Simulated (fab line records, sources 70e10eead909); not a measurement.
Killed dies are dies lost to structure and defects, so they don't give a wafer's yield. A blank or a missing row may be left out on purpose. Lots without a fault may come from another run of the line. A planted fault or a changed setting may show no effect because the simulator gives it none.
Which tool did it? | flow nand_harc | 12 lots, 36 wafers sampled, at 5 steps of a route of 1302

WHAT THE GAUGES READ, wafer by wafer
NHARC_A_BONDPAD_CD_MEAS_13.
lot  | measured     | on        | cd_nm (nm)
L075 | day 23 17:31 | cd_sem-03 | 498.3 499.6 499.7
L078 | day 24 05:34 | cd_sem-03 | 501.9 501.0 500.4
L079 | day 25 22:02 | cd_sem-03 | 499.4 501.5 499.6
L082 | day 26 07:23 | cd_sem-02 | 496.9 499.7 499.0
L085 | day 27 19:24 | cd_sem-01 | 499.8 499.1 497.8
L084 | day 27 23:25 | cd_sem-02 | 501.7 501.4 502.4
L087 | day 28 20:19 | cd_sem-01 | 503.8 503.5 503.1
L088 | day 29 06:49 | cd_sem-03 | 498.9 499.4 498.3
L089 | day 29 23:36 | cd_sem-03 | 498.4 500.0 498.0
L093 | day 31 11:49 | cd_sem-01 | 500.9 500.6 499.5
L096 | day 32 01:20 | cd_sem-01 | 500.9 501.1 499.2
L097 | day 32 06:42 | cd_sem-02 | 501.9 501.3 501.2

WHICH TOOL RAN EACH LOT (tool, then ch and the chambers of the sampled wafers, then the start)
lot  | NHARC_A_M0_PRE_CLEAN_29                 | NHARC_A_M1_ETCH_15                            | NHARC_A_M1_PVD_20                       | NHARC_A_M1_PRE_CLEAN_32
L075 | pvd_sputter-02, day 23 15:15 or earlier | rie_diel-06 ch 0,1,3, day 23 15:15 or earlier | pvd_sputter-02, day 23 15:15 or earlier | pecvd-03 ch 0,1,2, day 23 15:15
L078 | pvd_sputter-03, day 24 03:19 or earlier | rie_diel-09 ch 2,3, day 24 03:19 or earlier   | pvd_sputter-01, day 24 03:19 or earlier | pecvd-01 ch 0,1,2, day 24 03:19
L079 | pvd_sputter-03, day 25 19:46 or earlier | rie_diel-09 ch 1,2,3, day 25 19:46 or earlier | pvd_sputter-01, day 25 19:46 or earlier | pecvd-04 ch 0,1,2, day 25 19:46
L082 | pvd_sputter-02, day 26 05:08 or earlier | rie_diel-09 ch 0,1,2, day 26 05:08 or earlier | pvd_sputter-02, day 26 05:08 or earlier | pecvd-01 ch 0,1,2, day 26 05:08
L085 | pvd_sputter-03, day 27 17:10 or earlier | rie_diel-09 ch 0,1, day 27 17:10 or earlier   | pvd_sputter-03, day 27 17:10 or earlier | pecvd-03 ch 0,1,2, day 27 17:10
L084 | pvd_sputter-01, day 27 20:54 or earlier | rie_diel-06 ch 1,2, day 27 20:54 or earlier   | pvd_sputter-01, day 27 20:54 or earlier | pecvd-04 ch 0,1,2, day 27 20:54
L087 | pvd_sputter-02, day 28 17:56 or earlier | rie_diel-09 ch 1,2, day 28 17:56 or earlier   | pvd_sputter-02, day 28 17:56 or earlier | pecvd-04 ch 0,1,2, day 28 17:56
L088 | pvd_sputter-03, day 29 04:26 or earlier | rie_diel-08 ch 2,3, day 29 04:26 or earlier   | pvd_sputter-02, day 29 04:26 or earlier | pecvd-03 ch 0,1,2, day 29 04:26
L089 | pvd_sputter-03, day 29 21:02 or earlier | rie_diel-09 ch 0,3, day 29 21:02 or earlier   | pvd_sputter-03, day 29 21:02 or earlier | pecvd-01 ch 0,2, day 29 21:02
L093 | pvd_sputter-01, day 31 09:32 or earlier | rie_diel-06 ch 1,2,3, day 31 09:32 or earlier | pvd_sputter-02, day 31 09:32 or earlier | pecvd-04 ch 1,2, day 31 09:32
L096 | pvd_sputter-02, day 31 23:05 or earlier | rie_diel-08 ch 0,1,2, day 31 23:05 or earlier | pvd_sputter-02, day 31 23:05 or earlier | pecvd-04 ch 0,2, day 31 23:05
L097 | pvd_sputter-01, day 32 04:07 or earlier | rie_diel-08 ch 1,2, day 32 04:07 or earlier   | pvd_sputter-02, day 32 04:07 or earlier | pecvd-01 ch 0,2, day 32 04:07
- NHARC_A_M0_PRE_CLEAN_29: time 30 s.
- NHARC_A_M1_ETCH_15: etches the open film in C4F8/Ar, target depth 182.5 nm, time 91.2 s.
- NHARC_A_M1_PVD_20: deposits TaN, target thk 5 nm, time 8.06 s.
- NHARC_A_M1_PRE_CLEAN_32: time 12 s.

THE ANSWER, worked out from the rows above alone
Rule: what is usual is taken from the lots themselves. Put in order of their means at a reading, lots are off if they are a third of the lots or fewer, leave a main group of 4 or more, and stand apart from it by a gap of 3 or more times the standard deviation of the main group's means; of several such gaps the widest counts. A main group whose means are all the same, to the digits that the tables above print for the reading, isn't used. A lot without any number at a reading at which 4 lots or more have one is off too. The other lots that the step has rows for count as sound.
No lot is off at any reading shown: from this, nothing can be told.

WHAT THE SIMULATOR HAD PUT IN
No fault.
